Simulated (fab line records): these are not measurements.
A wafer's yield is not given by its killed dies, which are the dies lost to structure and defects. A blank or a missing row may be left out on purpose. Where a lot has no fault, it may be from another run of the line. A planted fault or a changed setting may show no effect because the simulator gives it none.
Which tool did it? | flow n5 finfet | 42 wafers from 14 lots sampled at 4 of the route's 1938 steps

== WHAT THE GAUGES SHOWED, per wafer ==
N5_HKMG_FIN_CD_MEAS_12 targets a cd of 92.8 nm.
lot  | measured    | on        | cd nm (nm)
L313 | day 4 02:05 | cd sem-01 | 93.2 92.9 92.9
L314 | day 4 12:05 | cd sem-02 | 92.2 92.4 93.5
L315 | day 4 12:55 | cd sem-01 | 92.4 90.7 92.0
L318 | day 5 18:22 | cd sem-01 | 92.0 93.9 91.4
L319 | day 5 20:29 | cd sem-02 | 91.7 92.4 90.4
L323 | day 6 18:47 | cd sem-02 | 95.3 93.4 93.6
L324 | day 6 22:30 | cd sem-02 | 90.4 93.5 91.6
L325 | day 7 01:38 | cd sem-02 | 93.3 91.3 92.2
L327 | day 7 15:58 | cd sem-01 | 92.5 94.4 93.0
L328 | day 7 23:44 | cd sem-01 | - - -
L329 | day 8 02:05 | cd sem-03 | - - -
L333 | day 9 04:21 | cd sem-02 | 91.6 94.0 91.5
L335 | day 9 15:24 | cd sem-01 | 92.8 93.8 92.3
L336 | day 9 20:25 | cd sem-01 | 95.0 94.1 93.0

== WHAT TOOL EACH LOT RAN ON (gives the tool, then ch and the chambers of the sampled wafers, and finally the start) ==
lot  | N5_HKMG_FIN_STRIP_60                | N5_HKMG_FIN_CVD_62                      | N5_HKMG_FIN_PEB_10
L313 | plasma asher-02 ch 0,1, day 3 23:40 | thermal cvd si-01 ch 0,1, day 4 00:31   | litho track-02 ch 0, day 4 02:01
L314 | plasma asher-02 ch 0,1, day 4 09:49 | thermal cvd si-02 ch 0,1,2, day 4 10:40 | litho track-01 ch 0, day 4 12:01
L315 | plasma asher-01 ch 0,1, day 4 10:38 | thermal cvd si-01 ch 0,1,2, day 4 11:26 | litho track-01 ch 0, day 4 12:50
L318 | plasma asher-02 ch 1, day 5 15:56   | thermal cvd si-02 ch 0,2, day 5 16:47   | litho track-01 ch 0, day 5 18:17
L319 | plasma asher-01 ch 0,1, day 5 18:13 | thermal cvd si-01 ch 0,1, day 5 19:04   | litho track-04 ch 0, day 5 20:25
L323 | plasma asher-01 ch 0,1, day 6 16:06 | thermal cvd si-01 ch 0,2, day 6 16:57   | litho track-02 ch 0, day 6 18:43
L324 | plasma asher-01 ch 0,1, day 6 19:56 | thermal cvd si-02 ch 0,2, day 6 20:48   | litho track-01 ch 0, day 6 22:26
L325 | plasma asher-02 ch 0,1, day 6 23:09 | thermal cvd si-01 ch 0,1, day 6 23:57   | litho track-01 ch 0, day 7 01:34
L327 | plasma asher-02 ch 0,1, day 7 13:28 | thermal cvd si-01 ch 0,1,2, day 7 14:20 | litho track-04 ch 0, day 7 15:53
L328 | plasma asher-01 ch 0,1, day 7 21:16 | thermal cvd si-02 ch 0,2, day 7 22:07   | litho track-01, day 7 23:40
L329 | plasma asher-01 ch 0,1, day 7 23:35 | thermal cvd si-01 ch 0,1,2, day 8 00:26 | litho track-02, day 8 02:01
L333 | plasma asher-02 ch 0,1, day 9 01:44 | thermal cvd si-01 ch 0,1,2, day 9 02:35 | litho track-01 ch 0, day 9 04:17
L335 | plasma asher-01 ch 0,1, day 9 13:07 | thermal cvd si-01 ch 0,2, day 9 13:50   | litho track-02 ch 0, day 9 15:20
L336 | plasma asher-02 ch 0,1, day 9 18:07 | thermal cvd si-02 ch 0,2, day 9 18:59   | litho track-02 ch 0, day 9 20:20
- N5_HKMG_FIN_STRIP_60: strips in N2/H2, time 360 s.
- N5_HKMG_FIN_CVD_62: deposits a-Si from Si2H6, target thk 3 nm, time 20.8 s.
- N5_HKMG_FIN_PEB_10: peb time 60 s.

== WHAT THE TOOLS THEMSELVES READ (means of the sampled wafers that have a number; where no wafer has one, the mark that the record gives instead) ==
N5_HKMG_FIN_STRIP_60.
lot  | tool            | drypump motor current A (A) | heater power w (W)
L313 | plasma asher-02 | 5.2                         | 413
L314 | plasma asher-02 | 5.5                         | 417
L315 | plasma asher-01 | 5.6                         | 537
L318 | plasma asher-02 | 4.9                         | 413
L319 | plasma asher-01 | 5.5                         | 512
L323 | plasma asher-01 | 5.5                         | 517
L324 | plasma asher-01 | 5.6                         | 533
L325 | plasma asher-02 | 5.5                         | 411
L327 | plasma asher-02 | 5.5                         | 420
L328 | plasma asher-01 | 5.5                         | 514
L329 | plasma asher-01 | 5.6                         | 540
L333 | plasma asher-02 | 5.5                         | 418
L335 | plasma asher-01 | 5.5                         | 521
L336 | plasma asher-02 | 5.5                         | 419

N5_HKMG_FIN_CVD_62.
lot  | tool              | heater power w (W)
L313 | thermal cvd si-01 | 1288
L314 | thermal cvd si-02 | 1382
L315 | thermal cvd si-01 | 1388
L318 | thermal cvd si-02 | 1426
L319 | thermal cvd si-01 | 1288
L323 | thermal cvd si-01 | 1455
L324 | thermal cvd si-02 | 1402
L325 | thermal cvd si-01 | 1304
L327 | thermal cvd si-01 | 1386
L328 | thermal cvd si-02 | 1429
L329 | thermal cvd si-01 | 1370
L333 | thermal cvd si-01 | 1373
L335 | thermal cvd si-01 | 1456
L336 | thermal cvd si-02 | 1445

N5_HKMG_FIN_PEB_10.
lot  | tool           | chill plate temp C (C) | exhaust pa (Pa)
L313 | litho track-02 | 23.04                  | 46.0
L314 | litho track-01 | 22.96                  | 45.8
L315 | litho track-01 | 22.96                  | 45.1
L318 | litho track-01 | 23.02                  | 45.5
L319 | litho track-04 | 23.07                  | 45.1
L323 | litho track-02 | 23.01                  | 44.9
L324 | litho track-01 | 23.02                  | 44.3
L325 | litho track-01 | 23.04                  | 45.9
L327 | litho track-04 | 23.18                  | 44.1
L328 | litho track-01 | -                      | -
L329 | litho track-02 | -                      | -
L333 | litho track-01 | 23.09                  | 44.2
L335 | litho track-02 | 22.87                  | 45.7
L336 | litho track-02 | 23.07                  | 44.5

== THE ANSWER, worked out from the rows above alone ==
Rule: usual is defined by the lots themselves. Put in order of their means at a reading, lots are off if they are a third of the lots or fewer, leave a main group of 4 or more, and stand apart from it by a gap of 3 or more times the standard deviation of the main group's means; of several such gaps the widest counts. If all means in a main group match to the digits the tables above print for the reading, that group is not used. A lot without any number at a reading at which 4 lots or more have one is off too. Where the step has rows for the other lots, those lots are counted as sound. Order of review: gauges by route order, followed by the tools' own readings, for which a lot's mean as printed above is used. The first step at which some lot is off is used, and at that step the reading that is off furthest; a lot without a number counts as furthest.
Off: L328, L329, at N5_HKMG_FIN_CD_MEAS_12 (cd nm). Without a number there: L328, L329. Main group: mean 92.7 nm, sd 0.81.
If a tool, at a process step before that reading, ran all the lots that are off and no sound lot after the first of them, it fits. The gauges at N5_HKMG_FIN_CD_MEAS_12 aren't tried: what is off there is off at N5_HKMG_FIN_PEB_10 too, on other tools, and a gauge's error can't cause that. Not one of the candidates tried fits.

== WHAT THE SIMULATOR HAD PUT IN ==
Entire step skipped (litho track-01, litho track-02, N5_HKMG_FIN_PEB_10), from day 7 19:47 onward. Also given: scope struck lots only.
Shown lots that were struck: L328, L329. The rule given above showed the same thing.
